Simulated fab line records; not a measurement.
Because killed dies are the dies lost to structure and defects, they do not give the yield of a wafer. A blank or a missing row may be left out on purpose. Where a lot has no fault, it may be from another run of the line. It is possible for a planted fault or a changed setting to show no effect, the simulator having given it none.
What tool caused it? || flow n5Finfet || at 1 step of a route of 1938, 6 lots with 17 wafers sampled

## WHAT THE GAUGES SHOWED, per wafer
N5_BEOL_M15_OVL_MEAS_11.
{"lot": "L199", "measured": "day 12 05:35", "on": "overlay-01", "V14_OVL (nm)": "-6 -4"}
{"lot": "L206", "measured": "day 13 14:47", "on": "overlay-01", "V14_OVL (nm)": "-5 -7 -8"}
{"lot": "L209", "measured": "day 14 08:24", "on": "overlay-02", "V14_OVL (nm)": "-4 -5 -3"}
{"lot": "L213", "measured": "day 15 14:12", "on": "overlay-01", "V14_OVL (nm)": "-2 -1 6"}
{"lot": "L218", "measured": "day 15 21:53", "on": "overlay-02", "V14_OVL (nm)": "0 -9 9"}
{"lot": "L221", "measured": "day 17 01:56", "on": "overlay-02", "V14_OVL (nm)": "-3 -6 -11"}

## EACH LOT AND THE TOOL THAT RAN IT (in order: tool; ch and the chambers of the sampled wafers; start)
Before these readings, the record contains no process step.

## THE ANSWER, worked out from the rows above alone
Rule: usual is defined by the lots themselves. The widest of any qualifying gaps counts: lots, ordered by their means at a reading, are off when they make up no more than a third of the lots, leave a main group of 4 or more, and stand apart from it by 3 or more times the standard deviation of that group's means. If all means in a main group match to the digits the tables above print for the reading, that group is not used. A lot without any number at a reading at which 4 lots or more have one is off too. All remaining lots with rows at the step are treated as sound.
Off: L213, L218, at N5_BEOL_M15_OVL_MEAS_11 (V14_OVL). Main group: mean -6 nm, sd 1.1.
A tool fits if, at a process step before that reading, it ran every lot that is off, and no sound lot after the first of them. The gauges at N5_BEOL_M15_OVL_MEAS_11 are tried like those tools. Of those tried, none fits.

## WHAT HAD BEEN PUT IN BY THE SIMULATOR
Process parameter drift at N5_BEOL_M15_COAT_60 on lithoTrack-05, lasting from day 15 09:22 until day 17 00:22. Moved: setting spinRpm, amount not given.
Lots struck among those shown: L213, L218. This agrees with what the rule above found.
